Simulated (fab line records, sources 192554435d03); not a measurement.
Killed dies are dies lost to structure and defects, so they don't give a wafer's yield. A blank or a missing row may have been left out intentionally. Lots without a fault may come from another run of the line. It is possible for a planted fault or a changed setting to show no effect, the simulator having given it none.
Split-lot study / flow n5-finfet / route with 1938 steps; 7 lots, 21 wafers read

== THE SPLIT ==
At N5_BEOL_M15_PEB_26 (peb time 90 s), the setting peb-temp-c was moved away from the recipe's 130 C on 6 of the 21 wafers read, by -2.8% to +1.7%. This setting was run at the recipe's value on the other wafers.

== FROM THE SPLIT TO THE READING: what the file shows between them, 2 steps ==
- N5_BEOL_M15_DEVELOP_27: develop time 45 s
- N5_BEOL_M15_HARDBAKE_32: time 120 s

== THE READING ==
cd-nm, in nm, at N5_BEOL_M15_CD_MEAS_28 (target cd 407.6 nm). On this fab line, fault-free wafers typically give 408.1 nm with a standard deviation of 1.9 nm.

wafer=L079.2; tool, chamber at the split=litho-track-02, 0; peb-temp-c as run, C=130; against the recipe=recipe; cd-nm, nm=409.8; against lot-mates on the recipe=-
wafer=L079.4; tool, chamber at the split=litho-track-02, 0; peb-temp-c as run, C=130; against the recipe=recipe; cd-nm, nm=405.6; against lot-mates on the recipe=-
wafer=L079.5; tool, chamber at the split=litho-track-02, 0; peb-temp-c as run, C=130; against the recipe=recipe; cd-nm, nm=406.1; against lot-mates on the recipe=-
wafer=L081.3; tool, chamber at the split=litho-track-05, 0; peb-temp-c as run, C=130; against the recipe=recipe; cd-nm, nm=403.1; against lot-mates on the recipe=-
wafer=L081.4; tool, chamber at the split=litho-track-05, 0; peb-temp-c as run, C=130; against the recipe=recipe; cd-nm, nm=406.2; against lot-mates on the recipe=-
wafer=L081.5; tool, chamber at the split=litho-track-05, 0; peb-temp-c as run, C=126.5; against the recipe=-2.7%; cd-nm, nm=388.2; against lot-mates on the recipe=-16.4
wafer=L082.1; tool, chamber at the split=litho-track-02, 0; peb-temp-c as run, C=130; against the recipe=recipe; cd-nm, nm=406.2; against lot-mates on the recipe=-
wafer=L082.4; tool, chamber at the split=litho-track-02, 0; peb-temp-c as run, C=130; against the recipe=recipe; cd-nm, nm=409.8; against lot-mates on the recipe=-
wafer=L082.5; tool, chamber at the split=litho-track-02, 0; peb-temp-c as run, C=131.1; against the recipe=+0.8%; cd-nm, nm=414.5; against lot-mates on the recipe=+6.5
wafer=L083.1; tool, chamber at the split=litho-track-02, 0; peb-temp-c as run, C=130; against the recipe=recipe; cd-nm, nm=408.4; against lot-mates on the recipe=-
wafer=L083.3; tool, chamber at the split=litho-track-02, 0; peb-temp-c as run, C=132.2; against the recipe=+1.7%; cd-nm, nm=414.7; against lot-mates on the recipe=+4.9
wafer=L083.5; tool, chamber at the split=litho-track-02, 0; peb-temp-c as run, C=130; against the recipe=recipe; cd-nm, nm=411.2; against lot-mates on the recipe=-
wafer=L088.2; tool, chamber at the split=litho-track-05, 0; peb-temp-c as run, C=126.3; against the recipe=-2.8%; cd-nm, nm=385.7; against lot-mates on the recipe=-21.4
wafer=L088.3; tool, chamber at the split=litho-track-05, 0; peb-temp-c as run, C=126.3; against the recipe=-2.8%; cd-nm, nm=384.9; against lot-mates on the recipe=-22.2
wafer=L088.6; tool, chamber at the split=litho-track-05, 0; peb-temp-c as run, C=130; against the recipe=recipe; cd-nm, nm=407.1; against lot-mates on the recipe=-
wafer=L091.3; tool, chamber at the split=litho-track-02, 0; peb-temp-c as run, C=130; against the recipe=recipe; cd-nm, nm=411.6; against lot-mates on the recipe=-
wafer=L091.4; tool, chamber at the split=litho-track-02, 0; peb-temp-c as run, C=130; against the recipe=recipe; cd-nm, nm=410.8; against lot-mates on the recipe=-
wafer=L091.6; tool, chamber at the split=litho-track-02, 0; peb-temp-c as run, C=130; against the recipe=recipe; cd-nm, nm=409.6; against lot-mates on the recipe=-
wafer=L089.4; tool, chamber at the split=litho-track-04, 0; peb-temp-c as run, C=130; against the recipe=recipe; cd-nm, nm=410.2; against lot-mates on the recipe=-
wafer=L089.5; tool, chamber at the split=litho-track-04, 0; peb-temp-c as run, C=127.7; against the recipe=-1.8%; cd-nm, nm=396.3; against lot-mates on the recipe=-12.5
wafer=L089.6; tool, chamber at the split=litho-track-04, 0; peb-temp-c as run, C=130; against the recipe=recipe; cd-nm, nm=407.4; against lot-mates on the recipe=-

THE FIT
A straight line over all 21 wafers: cd-nm changes by +7.23 nm for each +1% of peb-temp-c; r = +0.96; the points scatter about the line by 2.6 nm.
The same after taking each lot's own level away (the mean of its wafers on the recipe; 21 wafers): +6.65 nm for each +1%; r = +0.97; scatter 2.1 nm.
That fit puts the effect of the largest move of peb-temp-c on the reading at 19 nm.
The lots' own levels span 404.65 to 410.67 nm, that is 3.2 times the standard deviation above.
Hence the lot-to-lot level has little effect on the slope; both slopes agree.
Check: -18.7 nm against its lot-mates is what the line predicts for one of the wafers moved furthest among these (-2.8%) when that wafer is left out of the fit. It came out at -21.4 nm against them.

== THE OTHER SPLITS THESE WAFERS WENT THROUGH ==
Other splits were also applied to these wafers ahead of the reading. Each is held against what the fit with the lots' levels taken away leaves over:
other split on the same wafers=N5_BEOL_M11_COAT_63 spin-rpm; wafers away from the commonest value=10; r with cd-nm (lot level and that fit taken away)=+0.02
other split on the same wafers=N5_BEOL_M11_VIA_ETCH_34 time-s; wafers away from the commonest value=8; r with cd-nm (lot level and that fit taken away)=+0.11
other split on the same wafers=N5_BEOL_M11_ETCH_41 time-s; wafers away from the commonest value=7; r with cd-nm (lot level and that fit taken away)=-0.18
other split on the same wafers=N5_BEOL_M13_COAT_58 spin-rpm; wafers away from the commonest value=6; r with cd-nm (lot level and that fit taken away)=-0.16
other split on the same wafers=N5_BEOL_M13_ETCH_59 time-s; wafers away from the commonest value=5; r with cd-nm (lot level and that fit taken away)=-0.03
other split on the same wafers=N5_BEOL_M15_COAT_22 spin-rpm; wafers away from the commonest value=11; r with cd-nm (lot level and that fit taken away)=+0.30

== THE WHOLE CHAIN: every reading that the file lists as answering this split, in the file's order ==
step=N5_BEOL_M15_CD_MEAS_28; what it does=target cd 407.6 nm; reading=cd-nm; change (the file's fit)=+6.45 nm for each +1% of the setting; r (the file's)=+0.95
step=N5_BEOL_M15_DESCUM_33; what it does=chemistry O2, time 7.9 s; reading=BEOL_M15.cd-nm (the simulator's own value, which no gauge read); change (the file's fit)=+6.45 nm for each +1% of the setting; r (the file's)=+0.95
step=N5_BEOL_M15_ETCH_61; what it does=etches BARC in N2/H2, target depth 89 nm, overetch 26.7 nm, time 67.9 s; reading=BEOL_M15.cd-nm (the simulator's own value, which no gauge read); change (the file's fit)=+6.65 nm for each +1% of the setting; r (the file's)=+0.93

== FILE'S OWN FIT ==
cd-nm changes by +6.45 nm for each +1% of peb-temp-c, r = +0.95.
